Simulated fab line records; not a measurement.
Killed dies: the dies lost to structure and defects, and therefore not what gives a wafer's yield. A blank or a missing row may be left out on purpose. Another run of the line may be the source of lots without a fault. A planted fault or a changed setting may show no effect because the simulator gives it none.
fab line records + flow n5-finfet
record:
- lots: 7
- wafers: 39
route steps=1938 shown WELL_APT@33 DUMMY_GATE@215 SD_EPI_N@275 HKMG_FIN@413
start-h: hours from the record's opening day to when the first of the lot's shown wafers began + wait-h: hours since the lot's step before + " unchanged from the row above + L1.1+2: a row that stands for several wafers + - either no value or no given start + * or withheld: withheld + < > ~ a bound
route shown NAME@n: NAME is a module with steps in the file, n the number in the route of the first one + usual: the fault-free wafers' mean and standard deviation + same: alike in all rows + chamber/n: place in a boat + sites: readings site by site + _std_site: their standard deviation + _edge_site: inner sites' mean taken away from outer sites' mean + radius-mm: how far each site lies from the wafer's centre + mask NAME#n: copy n + behind: the most recent tool/chamber to have shaped the wafer + hold: reason for holding the lot/hours on hold/outcome of the hold + device: transistor that didn't switch, given as n, p or np + end of line: the route-end tests of the same wafers + a step with no rows: only its recipe + killed: not the wafer's yield, but the dies lost to structure and defects at the first sort + map: shows each die of a wafer: x if killed, . if not, _ if none is there
set.NAME: setting as actually run; set.NAME@STEP: the setting as run at that earlier step + model.NAME: the simulator's own value behind a step, which no gauge read
lots where settings were altered on purpose, with a table for each step and a row for each wafer
== steps ==
step: N5_WELL_APT_IMPLANT_15
recipe:
- species: As
- energy-kev: 25
- dose-cm2: 1.5e+13
- tilt-deg: 0
- rotation-deg: 0
| lot.wafer        | tool         | chamber | start-h | wait-h | set.energy-kev | model.implant.rp-nm | model.implant.drp-nm |
|------------------|--------------|---------|---------|--------|----------------|---------------------|----------------------|
| L076.1+2+5       | implanter-01 | 0       | 26.05   | 0.1    | 26.32          | 19.14               | 8.773                |
| L076.3+4+6       | "            | 0       | "       | "      | 25             | 18.41               | 8.457                |
| L077.1+2+3+4+5+6 | implanter-01 | 0       | 32.07   | 0.1    | 25             | 18.47               | 8.457                |
| L086.1+4+5       | implanter-02 | 0       | 86.07   | 0.1    | 22.79          | 17.4                | 7.923                |
| L086.2+3+6       | "            | 0       | "       | "      | 25             | 18.64               | 8.457                |
| L087.2+5+6       | implanter-01 | 0       | 92.08   | 0.1    | 25             | 18.71               | 8.457                |
| L090.1+2+4       | implanter-02 | 0       | 110.09  | 0.1    | 25             | 18.77               | 8.457                |
| L090.3+5+6       | "            | 0       | "       | "      | 26.61          | 19.67               | 8.842                |
| L092.1+3+4       | implanter-01 | 0       | 122.42  | 0.1    | 25             | 18.57               | 8.457                |
| L092.2+5+6       | "            | 0       | "       | "      | 21.28          | 16.49               | 7.552                |
| L093.1+4+6       | implanter-01 | 0       | 128.45  | 0.1    | 28.52          | 20.66               | 9.293                |
| L093.2+3+5       | "            | 0       | "       | "      | 25             | 18.72               | 8.457                |
step: N5_WELL_APT_EXPOSE_22
recipe:
- mask-id: PWELL
- na: 0.8
- source-shape: conventional
- sigma-outer: 0.8
- polarization: unpolarized
- defocus-nm: 0
- target-cd-nm: 200
- dose-mj: 23.2
| lot.wafer        | tool           | chamber | start-h | wait-h | mask    | set.dose-mj |
|------------------|----------------|---------|---------|--------|---------|-------------|
| L076.1+2+3       | krf-scanner-01 | 0       | 26.64   | -      | PWELL#0 | 23.2        |
| L076.4+5+6       | "              | 0       | "       | "      | PWELL#0 | 24.65       |
| L077.1+2+3+4+5+6 | krf-scanner-02 | 0       | 32.78   | -      | PWELL#0 | 23.2        |
| L086.1+2+6       | krf-scanner-02 | 0       | 86.80   | -      | PWELL#0 | 23.2        |
| L086.3+4+5       | "              | 0       | "       | "      | PWELL#0 | 24.79       |
| L087.2+5+6       | krf-scanner-02 | 0       | 92.64   | -      | PWELL#0 | 23.2        |
| L090.1+3+5       | krf-scanner-02 | 0       | 110.69  | -      | PWELL#0 | 23.2        |
| L090.2+4+6       | "              | 0       | "       | "      | PWELL#0 | 21.74       |
| L092.1+2+3       | krf-scanner-02 | 0       | 123.01  | -      | PWELL#0 | 23.2        |
| L092.4+5+6       | "              | 0       | "       | "      | PWELL#0 | 22.52       |
| L093.1+2+3       | krf-scanner-01 | 0       | 129.16  | -      | PWELL#0 | 24.25       |
| L093.4+5+6       | "              | 0       | "       | "      | PWELL#0 | 23.2        |
step: N5_WELL_APT_PEB_23
recipe:
- peb-temp-c: 130
- peb-time-s: 90
step: N5_WELL_APT_DEVELOP_24
recipe:
- develop-time-s: 45
- rinse-liquid: surfactant-rinse
- dry: air-spin
- dev-temp-c: 21
step: N5_WELL_APT_HARDBAKE_29
recipe:
- temp-c: 130
- time-s: 120
step: N5_WELL_APT_CD_MEAS_25
recipe:
- target-cd-nm: 200
- landing-energy-ev: 500
- detector: se-inlens
usual:
- cd-nm: 200.4/2.2
| lot.wafer | tool      | chamber | start-h | wait-h | set.dose-mj@WELL_APT_EXPOSE_22 | cd-nm |
|-----------|-----------|---------|---------|--------|--------------------------------|-------|
| L076.1    | cd-sem-02 | 0       | 26.81   | -      | 23.2                           | 202.1 |
| L076.2    | "         | 0       | "       | "      | 23.2                           | 201.3 |
| L076.3    | "         | 0       | "       | "      | 23.2                           | 198.8 |
| L076.4    | "         | 0       | "       | "      | 24.65                          | 212.2 |
| L076.5    | "         | 0       | "       | "      | 24.65                          | 212.8 |
| L076.6    | "         | 0       | "       | "      | 24.65                          | 211.7 |
| L077.1    | cd-sem-02 | 0       | 32.95   | -      | 23.2                           | 200.8 |
| L077.2    | "         | 0       | "       | "      | 23.2                           | 197.2 |
| L077.3    | "         | 0       | "       | "      | 23.2                           | 199.8 |
| L077.4    | "         | 0       | "       | "      | 23.2                           | 201.7 |
| L077.5    | "         | 0       | "       | "      | 23.2                           | 201.5 |
| L077.6    | "         | 0       | "       | "      | 23.2                           | 197.9 |
| L086.1    | cd-sem-03 | 0       | 86.97   | -      | 23.2                           | 202.7 |
| L086.2    | "         | 0       | "       | "      | 23.2                           | 199.0 |
| L086.3    | "         | 0       | "       | "      | 24.79                          | 214.4 |
| L086.4    | "         | 0       | "       | "      | 24.79                          | 212.2 |
| L086.5    | "         | 0       | "       | "      | 24.79                          | 214.0 |
| L086.6    | "         | 0       | "       | "      | 23.2                           | 198.9 |
| L087.2    | cd-sem-01 | 0       | 92.81   | -      | 23.2                           | 199.9 |
| L087.5    | "         | 0       | "       | "      | 23.2                           | 203.4 |
| L087.6    | "         | 0       | "       | "      | 23.2                           | 199.9 |
| L090.1    | cd-sem-03 | 0       | 110.87  | -      | 23.2                           | 204.0 |
| L090.2    | "         | 0       | "       | "      | 21.74                          | 192.4 |
| L090.3    | "         | 0       | "       | "      | 23.2                           | 203.6 |
| L090.4    | "         | 0       | "       | "      | 21.74                          | 192.2 |
| L090.5    | "         | 0       | "       | "      | 23.2                           | 208.9 |
| L090.6    | "         | 0       | "       | "      | 21.74                          | 191.6 |
| L092.1    | cd-sem-02 | 0       | 123.19  | -      | 23.2                           | 201.5 |
| L092.2    | "         | 0       | "       | "      | 23.2                           | 202.1 |
| L092.3    | "         | 0       | "       | "      | 23.2                           | 201.9 |
| L092.4    | "         | 0       | "       | "      | 22.52                          | 194.6 |
| L092.5    | "         | 0       | "       | "      | 22.52                          | 199.3 |
| L092.6    | "         | 0       | "       | "      | 22.52                          | 197.2 |
| L093.1    | cd-sem-01 | 0       | 129.33  | -      | 24.25                          | 207.8 |
| L093.2    | "         | 0       | "       | "      | 24.25                          | 206.2 |
| L093.3    | "         | 0       | "       | "      | 24.25                          | 206.7 |
| L093.4    | "         | 0       | "       | "      | 23.2                           | 197.6 |
| L093.5    | "         | 0       | "       | "      | 23.2                           | 195.6 |
| L093.6    | "         | 0       | "       | "      | 23.2                           | 198.7 |
step: N5_WELL_APT_DESCUM_30
recipe:
- chemistry: O2
- time-s: 7.9
- source-power-w: 50
- bias-power-w: 20
- pressure-mtorr: 20
- rf-frequency-hz: 2.712e+07
- temp-c: 40
- o2-flow-sccm: 225
| lot.wafer | tool        | chamber | start-h | wait-h | set.dose-mj@WELL_APT_EXPOSE_22 | model.WELL_APT.cd-nm |
|-----------|-------------|---------|---------|--------|--------------------------------|----------------------|
| L076.1    | rie-diel-06 | 2       | 26.90   | 0.0    | 23.2                           | 202.4                |
| L076.2    | "           | 1       | "       | "      | 23.2                           | 201.2                |
| L076.3    | "           | 3       | "       | "      | 23.2                           | 199                  |
| L076.4    | "           | 0       | "       | "      | 24.65                          | 212.3                |
| L076.5    | "           | 3       | "       | "      | 24.65                          | 212.8                |
| L076.6    | "           | 0       | "       | "      | 24.65                          | 211.7                |
| L077.1    | rie-diel-02 | 0       | 33.04   | 0.0    | 23.2                           | 200.5                |
| L077.2    | "           | 2       | "       | "      | 23.2                           | 197.2                |
| L077.3    | "           | 3       | "       | "      | 23.2                           | 199.8                |
| L077.4    | "           | 1       | "       | "      | 23.2                           | 201.3                |
| L077.5    | "           | 2       | "       | "      | 23.2                           | 201.5                |
| L077.6    | "           | 3       | "       | "      | 23.2                           | 198                  |
| L086.1    | rie-diel-02 | 2       | 87.29   | 0.3    | 23.2                           | 202.6                |
| L086.2    | "           | 1       | "       | "      | 23.2                           | 199.2                |
| L086.3    | "           | 0       | "       | "      | 24.79                          | 214.2                |
| L086.4    | "           | 2       | "       | "      | 24.79                          | 211.8                |
| L086.5    | "           | 0       | "       | "      | 24.79                          | 213.7                |
| L086.6    | "           | 1       | "       | "      | 23.2                           | 198.7                |
| L087.2    | rie-diel-01 | 0       | 93.08   | 0.2    | 23.2                           | 199.8                |
| L087.5    | "           | 3       | "       | "      | 23.2                           | 203.7                |
| L087.6    | "           | 2       | "       | "      | 23.2                           | 199.9                |
| L090.1    | rie-diel-02 | 2       | 111.15  | 0.2    | 23.2                           | 204.3                |
| L090.2    | "           | 0       | "       | "      | 21.74                          | 192.2                |
| L090.3    | "           | 1       | "       | "      | 23.2                           | 203.7                |
| L090.4    | "           | 3       | "       | "      | 21.74                          | 192.5                |
| L090.5    | "           | 0       | "       | "      | 23.2                           | 208.3                |
| L090.6    | "           | 3       | "       | "      | 21.74                          | 191.7                |
| L092.1    | rie-diel-02 | 0       | 123.27  | 0.0    | 23.2                           | 201.3                |
| L092.2    | "           | 3       | "       | "      | 23.2                           | 201.8                |
| L092.3    | "           | 2       | "       | "      | 23.2                           | 202.3                |
| L092.4    | "           | 1       | "       | "      | 22.52                          | 194.8                |
| L092.5    | "           | 2       | "       | "      | 22.52                          | 199.4                |
| L092.6    | "           | 1       | "       | "      | 22.52                          | 197.4                |
| L093.1    | rie-diel-02 | 1       | 129.49  | 0.1    | 24.25                          | 207.8                |
| L093.2    | "           | 2       | "       | "      | 24.25                          | 206.1                |
| L093.3    | "           | 0       | "       | "      | 24.25                          | 206.3                |
| L093.4    | "           | 3       | "       | "      | 23.2                           | 197.9                |
| L093.5    | "           | 0       | "       | "      | 23.2                           | 195.3                |
| L093.6    | "           | 3       | "       | "      | 23.2                           | 199                  |
step: N5_DUMMY_GATE_CVD_03
recipe:
- material: a-Si
- target-thk-a: 1500
- temp-c: 530
- precursor: SiH4
- time-s: 8042
| lot.wafer | tool     | chamber | start-h | wait-h | set.target-thk-a | model.a-Si_of_DUMMY_GATE_CVD_03.thk-nm |
|-----------|----------|---------|---------|--------|------------------|----------------------------------------|
| L076.1    | -        | -       | -       | 1.0    | 1500             | 146.8                                  |
| L076.2    | "        | -       | "       | "      | 1500             | 146.6                                  |
| L076.3    | "        | -       | "       | "      | 1500             | 145.8                                  |
| L076.4    | "        | -       | "       | "      | 1500             | 146.2                                  |
| L076.5    | "        | -       | "       | "      | 1500             | 148                                    |
| L076.6    | "        | -       | "       | "      | 1500             | 148.2                                  |
| L077.1    | -        | -       | -       | 0.1    | 1347             | 135                                    |
| L077.2    | "        | -       | "       | "      | 1347             | 135.6                                  |
| L077.3+4  | "        | -       | "       | "      | 1347             | 136.6                                  |
| L077.5    | "        | -       | "       | "      | 1347             | 135.2                                  |
| L077.6    | "        | -       | "       | "      | 1347             | 135.8                                  |
| L086.1+4  | -        | -       | -       | 0.1    | 1669             | 168.8                                  |
| L086.2    | "        | -       | "       | "      | 1669             | 170.2                                  |
| L086.3    | "        | -       | "       | "      | 1669             | 168.2                                  |
| L086.5    | "        | -       | "       | "      | 1669             | 169.4                                  |
| L086.6    | "        | -       | "       | "      | 1669             | 169.2                                  |
| L087.2    | lpcvd-02 | 1/70    | 117.72  | 0.1    | 1500             | 151.4                                  |
| L087.5    | "        | 1/84    | "       | "      | 1500             | 151                                    |
| L087.6    | "        | 1/89    | "       | "      | 1500             | 150.6                                  |
| L090.1    | -        | -       | -       | 0.1    | 1610             | 162.4                                  |
| L090.2    | "        | -       | "       | "      | 1610             | 161.8                                  |
| L090.3    | "        | -       | "       | "      | 1610             | 161                                    |
| L090.4    | "        | -       | "       | "      | 1610             | 160.4                                  |
| L090.5    | "        | -       | "       | "      | 1610             | 160.8                                  |
| L090.6    | "        | -       | "       | "      | 1610             | 162.2                                  |
| L092.1    | -        | -       | -       | 0.1    | 1500             | 150.6                                  |
| L092.2    | "        | -       | "       | "      | 1500             | 152.2                                  |
| L092.3+4  | "        | -       | "       | "      | 1500             | 151.2                                  |
| L092.5    | "        | -       | "       | "      | 1500             | 152                                    |
| L092.6    | "        | -       | "       | "      | 1500             | 151.8                                  |
| L093.1    | -        | -       | -       | 0.1    | 1350             | 134.4                                  |
| L093.2    | "        | -       | "       | "      | 1350             | 135.6                                  |
| L093.3    | "        | -       | "       | "      | 1350             | 135.2                                  |
| L093.4    | "        | -       | "       | "      | 1350             | 135                                    |
| L093.5    | "        | -       | "       | "      | 1350             | 135.8                                  |
| L093.6    | "        | -       | "       | "      | 1350             | 134                                    |
step: N5_DUMMY_GATE_ETCH_37
recipe:
- chemistry: N2/H2
- target: SOC
- target-depth-a: 600
- overetch-a: 300
- temp-c: 40
- ion-energy-ev: 200
- pressure-mtorr: 30
- source-w: 840
- bias-w: 150
- n2-flow-sccm: 200
- h2-flow-sccm: 200
usual:
- rf-vpp-V: 525/3.1
| lot.wafer | tool        | chamber | start-h | wait-h | set.source-w | rf-vpp-V |
|-----------|-------------|---------|---------|--------|--------------|----------|
| L076.1    | rie-diel-05 | 1       | 58.18   | 0.0    | 944.9        | 508      |
| L076.2    | "           | 2       | "       | "      | 840          | 520      |
| L076.3    | "           | 0       | "       | "      | 840          | 527      |
| L076.4    | "           | 2       | "       | "      | 840          | 520      |
| L076.5    | "           | 1       | "       | "      | 944.9        | 508      |
| L076.6    | "           | 0       | "       | "      | 944.9        | 508      |
| L077.1    | rie-diel-04 | 1       | 63.50   | 0.0    | 840          | 526      |
| L077.2    | "           | 0       | "       | "      | 919.1        | 507      |
| L077.3    | "           | 3       | "       | "      | 919.1        | 513      |
| L077.4    | "           | 2       | "       | "      | 840          | 520      |
| L077.5    | "           | 3       | "       | "      | 840          | 526      |
| L077.6    | "           | 2       | "       | "      | 919.1        | 505      |
| L086.1    | rie-diel-03 | 3       | 123.67  | 0.0    | 941.4        | 504      |
| L086.2    | "           | 0       | "       | "      | 840          | 521      |
| L086.3    | "           | 2       | "       | "      | 941.4        | 507      |
| L086.4    | "           | 1       | "       | "      | 840          | 525      |
| L086.5    | "           | 1       | "       | "      | 840          | 524      |
| L086.6    | "           | 2       | "       | "      | 941.4        | 506      |
| L087.2    | rie-diel-05 | 3       | 128.36  | 0.0    | 840          | 524      |
| L087.5    | "           | 1       | "       | "      | 840          | 530      |
| L087.6    | "           | 3       | "       | "      | 840          | 522      |
| L090.1    | rie-diel-03 | 1       | 142.15  | 0.0    | 974          | 497      |
| L090.2    | "           | 3       | "       | "      | 974          | 499      |
| L090.3    | "           | 0       | "       | "      | 840          | 522      |
| L090.4    | "           | 2       | "       | "      | 840          | 527      |
| L090.5    | "           | 3       | "       | "      | 974          | 497      |
| L090.6    | "           | 2       | "       | "      | 840          | 527      |
| L092.1    | rie-diel-05 | 0       | 153.35  | 0.0    | 840          | 528      |
| L092.2    | "           | 1       | "       | "      | 840          | 529      |
| L092.3    | "           | 2       | "       | "      | 757          | 546      |
| L092.4    | "           | 3       | "       | "      | 840          | 524      |
| L092.5    | "           | 3       | "       | "      | 757          | 540      |
| L092.6    | "           | 2       | "       | "      | 757          | 547      |
| L093.1    | rie-diel-03 | 1       | 160.47  | 0.0    | 840          | 524      |
| L093.2    | "           | 2       | "       | "      | 840          | 524      |
| L093.3    | "           | 1       | "       | "      | 840          | 524      |
| L093.4    | "           | 2       | "       | "      | 840          | 526      |
| L093.5    | "           | 1       | "       | "      | 840          | 525      |
| L093.6    | "           | 2       | "       | "      | 840          | 527      |
step: N5_SD_EPI_N_ETCH_35
recipe:
- chemistry: N2/H2
- target: SOC
- overetch-a: 1080
- mask-material: SiARC
- temp-c: 40
- ion-energy-ev: 100
- source-w: 3000
- bias-w: 133
- pressure-mtorr: 20
- time-s: 486
- n2-flow-sccm: 200
- h2-flow-sccm: 200
| lot.wafer | tool        | chamber | start-h | wait-h | set.time-s | model.SiARC_of_SD_EPI_N_COAT_33.thk-nm | model.SD_EPI_N.cd-nm |
|-----------|-------------|---------|---------|--------|------------|----------------------------------------|----------------------|
| L076.1    | rie-diel-06 | 3       | 61.76   | 0.0    | 417.3      | 21.8                                   | 118.6                |
| L076.2    | "           | 0       | "       | "      | 486        | 20                                     | 122                  |
| L076.3    | "           | 1       | "       | "      | 486        | 19.6                                   | 120.2                |
| L076.4    | "           | 2       | "       | "      | 417.3      | 21.8                                   | 117                  |
| L076.5    | "           | 3       | "       | "      | 417.3      | 22                                     | 119.4                |
| L076.6    | "           | 0       | "       | "      | 486        | 20                                     | 121.2                |
| L077.1    | rie-diel-02 | 3       | 66.78   | 0.0    | 486        | 19.6                                   | 120.4                |
| L077.2    | "           | 2       | "       | "      | 486        | 19.4                                   | 120.8                |
| L077.3    | "           | 1       | "       | "      | 455.8      | 20.6                                   | 120.2                |
| L077.4    | "           | 0       | "       | "      | 486        | 19.8                                   | 120.8                |
| L077.5    | "           | 1       | "       | "      | 455.8      | 21                                     | 120                  |
| L077.6    | "           | 2       | "       | "      | 455.8      | 20.6                                   | 119.8                |
| L086.1    | rie-diel-01 | 2       | 126.07  | 0.0    | 555.3      | 17.6                                   | 123                  |
| L086.2    | "           | 0       | "       | "      | 486        | 19.8                                   | 120.4                |
| L086.3    | "           | 1       | "       | "      | 555.3      | 17                                     | 121.6                |
| L086.4    | "           | 3       | "       | "      | 486        | 19                                     | 119                  |
| L086.5    | "           | 0       | "       | "      | 555.3      | 17.4                                   | 123.4                |
| L086.6    | "           | 1       | "       | "      | 486        | 19.4                                   | 118.6                |
| L087.2    | rie-diel-02 | 3       | 131.11  | 0.0    | 486        | 19.6                                   | 118.4                |
| L087.5    | "           | 0       | "       | "      | 486        | 19.8                                   | 119.6                |
| L087.6    | "           | 1       | "       | "      | 486        | 20                                     | 119.6                |
| L090.1    | rie-diel-01 | 3       | 144.55  | 0.0    | 486        | 18.8                                   | 119.6                |
| L090.2    | "           | 1       | "       | "      | 588.3      | 16                                     | 122.4                |
| L090.3    | "           | 2       | "       | "      | 486        | 19.4                                   | 120.6                |
| L090.4    | "           | 0       | "       | "      | 486        | 19.6                                   | 120.8                |
| L090.5    | "           | 1       | "       | "      | 588.3      | 16                                     | 123                  |
| L090.6    | "           | 0       | "       | "      | 588.3      | 16.4                                   | 124.6                |
| L092.1    | rie-diel-01 | 0       | 155.72  | 0.0    | 374.5      | 23                                     | 117.8                |
| L092.2    | "           | 2       | "       | "      | 486        | 19.4                                   | 120.8                |
| L092.3    | "           | 3       | "       | "      | 374.5      | 22.6                                   | 114.2                |
| L092.4    | "           | 1       | "       | "      | 486        | 19.6                                   | 118.8                |
| L092.5    | "           | 2       | "       | "      | 486        | 19.8                                   | 120                  |
| L092.6    | "           | 1       | "       | "      | 374.5      | 23.2                                   | 114.6                |
| L093.1    | rie-diel-02 | 0       | 163.97  | 0.0    | 486        | 19.6                                   | 121                  |
| L093.2    | "           | 2       | "       | "      | 373.3      | 23                                     | 117.2                |
| L093.3    | "           | 3       | "       | "      | 373.3      | 22.8                                   | 116                  |
| L093.4    | "           | 2       | "       | "      | 486        | 19.4                                   | 119.6                |
| L093.5    | "           | 0       | "       | "      | 486        | 19.6                                   | 119.6                |
| L093.6    | "           | 3       | "       | "      | 373.3      | 23                                     | 115.2                |
step: N5_SD_EPI_N_STRIP_36
recipe:
- chemistry: N2/H2
- temp-c: 40
- n2-flow-sccm: 200
- h2-flow-sccm: 200
- rf-frequency-hz: 6e+07
step: N5_SD_EPI_N_ETCHBACK_44
recipe:
- chemistry: CH3F/O2
- mode: anisotropic-etchback
- target: SiNx
- target-depth-a: 145
- stop-on: SiO2
- over-etch-frac: 0.3
- ion-energy-ev: 120
- pressure-mtorr: 30
- source-w: 395
- bias-w: 73
- Ar_flow_sccm: 150
- CH3F_flow_sccm: 30
- O2_flow_sccm: 20
| lot.wafer | tool        | chamber | start-h | wait-h | set.time-s@SD_EPI_N_ETCH_35 | model.SD_EPI_N.cd-nm | model.SiARC_of_SD_EPI_N_COAT_33.thk-nm |
|-----------|-------------|---------|---------|--------|-----------------------------|----------------------|----------------------------------------|
| L076.1    | rie-diel-06 | 3       | 62.09   | 0.0    | 417.3                       | 118.6                | 18.2                                   |
| L076.2    | "           | 0       | "       | "      | 486                         | 122                  | 16.4                                   |
| L076.3    | "           | 1       | "       | "      | 486                         | 120.2                | 15.8                                   |
| L076.4    | "           | 2       | "       | "      | 417.3                       | 117                  | 18                                     |
| L076.5    | "           | 3       | "       | "      | 417.3                       | 119.6                | 18.4                                   |
| L076.6    | "           | 0       | "       | "      | 486                         | 121                  | 16.4                                   |
| L077.1    | rie-diel-02 | 3       | 67.11   | 0.0    | 486                         | 120.6                | 15.8                                   |
| L077.2    | "           | 2       | "       | "      | 486                         | 120.8                | 15.4                                   |
| L077.3    | "           | 1       | "       | "      | 455.8                       | 120.2                | 17                                     |
| L077.4    | "           | 0       | "       | "      | 486                         | 120.8                | 16                                     |
| L077.5    | "           | 1       | "       | "      | 455.8                       | 120                  | 17.2                                   |
| L077.6    | "           | 2       | "       | "      | 455.8                       | 119.8                | 16.8                                   |
| L086.1    | rie-diel-01 | 2       | 126.39  | 0.0    | 555.3                       | 122.8                | 13.8                                   |
| L086.2    | "           | 0       | "       | "      | 486                         | 120.4                | 16                                     |
| L086.3    | "           | 1       | "       | "      | 555.3                       | 121.6                | 13.2                                   |
| L086.4    | "           | 3       | "       | "      | 486                         | 119                  | 15.2                                   |
| L086.5    | "           | 0       | "       | "      | 555.3                       | 123.4                | 13.6                                   |
| L086.6    | "           | 1       | "       | "      | 486                         | 118.6                | 15.6                                   |
| L087.2    | rie-diel-02 | 3       | 131.44  | 0.0    | 486                         | 118.4                | 15.8                                   |
| L087.5    | "           | 0       | "       | "      | 486                         | 119.6                | 16                                     |
| L087.6    | "           | 1       | "       | "      | 486                         | 119.6                | 16.2                                   |
| L090.1    | rie-diel-01 | 3       | 144.87  | 0.0    | 486                         | 119.6                | 14.8                                   |
| L090.2    | "           | 1       | "       | "      | 588.3                       | 122.4                | 12                                     |
| L090.3    | "           | 2       | "       | "      | 486                         | 120.6                | 15.6                                   |
| L090.4    | "           | 0       | "       | "      | 486                         | 120.8                | 15.6                                   |
| L090.5    | "           | 1       | "       | "      | 588.3                       | 123                  | 12.2                                   |
| L090.6    | "           | 0       | "       | "      | 588.3                       | 124.6                | 12.6                                   |
| L092.1    | rie-diel-01 | 0       | 156.05  | 0.0    | 374.5                       | 118                  | 19.4                                   |
| L092.2    | "           | 2       | "       | "      | 486                         | 120.8                | 15.8                                   |
| L092.3    | "           | 3       | "       | "      | 374.5                       | 114.2                | 18.8                                   |
| L092.4    | "           | 1       | "       | "      | 486                         | 118.8                | 15.8                                   |
| L092.5    | "           | 2       | "       | "      | 486                         | 120                  | 16                                     |
| L092.6    | "           | 1       | "       | "      | 374.5                       | 114.6                | 19.2                                   |
| L093.1    | rie-diel-02 | 0       | 164.29  | 0.0    | 486                         | 121                  | 15.8                                   |
| L093.2    | "           | 2       | "       | "      | 373.3                       | 117                  | 19.2                                   |
| L093.3    | "           | 3       | "       | "      | 373.3                       | 116                  | 19                                     |
| L093.4    | "           | 2       | "       | "      | 486                         | 119.4                | 15.6                                   |
| L093.5    | "           | 0       | "       | "      | 486                         | 119.6                | 16                                     |
| L093.6    | "           | 3       | "       | "      | 373.3                       | 115.2                | 19.2                                   |
step: N5_HKMG_FIN_CVD_62
recipe:
- material: a-Si
- target-thk-a: 30
- temp-c: 500
- precursor: Si2H6
- pressure-torr: 1
- time-s: 20.8
| lot.wafer  | tool              | chamber | start-h | wait-h | set.temp-c | model.a-Si_of_HKMG_FIN_CVD_62.thk-nm |
|------------|-------------------|---------|---------|--------|------------|--------------------------------------|
| L076.1+3   | thermal-cvd-si-01 | 0,2     | 85.32   | 0.2    | 500        | 3                                    |
| L076.2+4   | "                 | 1,0     | "       | "      | 517.3      | 4.8                                  |
| L076.5     | "                 | 2       | "       | "      | 517.3      | 5                                    |
| L076.6     | "                 | 1       | "       | "      | 500        | 2.8                                  |
| L077.1+3+6 | thermal-cvd-si-02 | 2,1,1   | 90.80   | 0.2    | 500        | 3                                    |
| L077.2+4+5 | "                 | 0,0,2   | "       | "      | 500        | 2.8                                  |
| L086.1     | thermal-cvd-si-01 | 0       | 152.26  | 0.2    | 500        | 3                                    |
| L086.2+5   | "                 | 2,1     | "       | "      | 500        | 3.2                                  |
| L086.3+6   | "                 | 1,2     | "       | "      | 490.8      | 2.4                                  |
| L086.4     | "                 | 0       | "       | "      | 490.8      | 2.2                                  |
| L087.2+5   | thermal-cvd-si-01 | 0,1     | 155.70  | 0.2    | 500        | 3                                    |
| L087.6     | "                 | 0       | "       | "      | 500        | 2.8                                  |
| L090.1+5+6 | thermal-cvd-si-02 | 1,2,0   | 168.80  | 0.2    | 490        | 2                                    |
| L090.2+4   | "                 | 2,1     | "       | "      | 500        | 2.8                                  |
| L090.3     | "                 | 0       | "       | "      | 500        | 2.6                                  |
| L092.1+4+5 | thermal-cvd-si-02 | 1,1,2   | 179.31  | 0.2    | 479.3      | 1.6                                  |
| L092.2+3   | "                 | 2,0     | "       | "      | 500        | 3                                    |
| L092.6     | "                 | 0       | "       | "      | 500        | 2.8                                  |
| L093.1+2   | thermal-cvd-si-01 | 1,2     | 189.59  | 0.2    | 488.4      | 2.2                                  |
| L093.3+4+6 | "                 | 0,2,0   | "       | "      | 500        | 3                                    |
| L093.5     | "                 | 1       | "       | "      | 488.4      | 2                                    |
== key ==
split:
- step: N5_WELL_APT_IMPLANT_15
- setting: energy-kev
- stated: 25
- by: wafer
response:
- step: N5_WELL_APT_IMPLANT_15
- reading: model.implant.rp-nm
- change: +0.139
- per: 1%
- r: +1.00
response:
- step: N5_WELL_APT_IMPLANT_15
- reading: model.implant.drp-nm
- change: +0.0601
- per: 1%
- r: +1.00
split:
- step: N5_WELL_APT_EXPOSE_22
- setting: dose-mj
- stated: 23.2
- by: wafer
response:
- step: N5_WELL_APT_CD_MEAS_25
- reading: cd-nm
- change: +1.97
- per: 1%
- r: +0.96
response:
- step: N5_WELL_APT_DESCUM_30
- reading: model.WELL_APT.cd-nm
- change: +1.94
- per: 1%
- r: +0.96
split:
- step: N5_DUMMY_GATE_CVD_03
- setting: target-thk-a
- stated: 1500
- by: lot
response:
- step: N5_DUMMY_GATE_CVD_03
- reading: model.a-Si_of_DUMMY_GATE_CVD_03.thk-nm
- change: +1.55
- per: 1%
- r: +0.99
split:
- step: N5_DUMMY_GATE_ETCH_37
- setting: source-w
- stated: 840
- by: wafer
response:
- step: N5_DUMMY_GATE_ETCH_37
- reading: rf-vpp-V
- change: -1.56
- per: 1%
- r: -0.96
split:
- step: N5_SD_EPI_N_ETCH_35
- setting: time-s
- stated: 486
- by: wafer
response:
- step: N5_SD_EPI_N_ETCH_35
- reading: model.SiARC_of_SD_EPI_N_COAT_33.thk-nm
- change: -0.147
- per: 1%
- r: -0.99
response:
- step: N5_SD_EPI_N_ETCH_35
- reading: model.SD_EPI_N.cd-nm
- change: +0.177
- per: 1%
- r: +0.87
response:
- step: N5_SD_EPI_N_ETCHBACK_44
- reading: model.SD_EPI_N.cd-nm
- change: +0.175
- per: 1%
- r: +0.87
response:
- step: N5_SD_EPI_N_ETCHBACK_44
- reading: model.SiARC_of_SD_EPI_N_COAT_33.thk-nm
- change: -0.145
- per: 1%
- r: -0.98
split:
- step: N5_HKMG_FIN_CVD_62
- setting: temp-c
- stated: 500
- by: wafer
response:
- step: N5_HKMG_FIN_CVD_62
- reading: model.a-Si_of_HKMG_FIN_CVD_62.thk-nm
- change: +0.41
- per: 1%
- r: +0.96
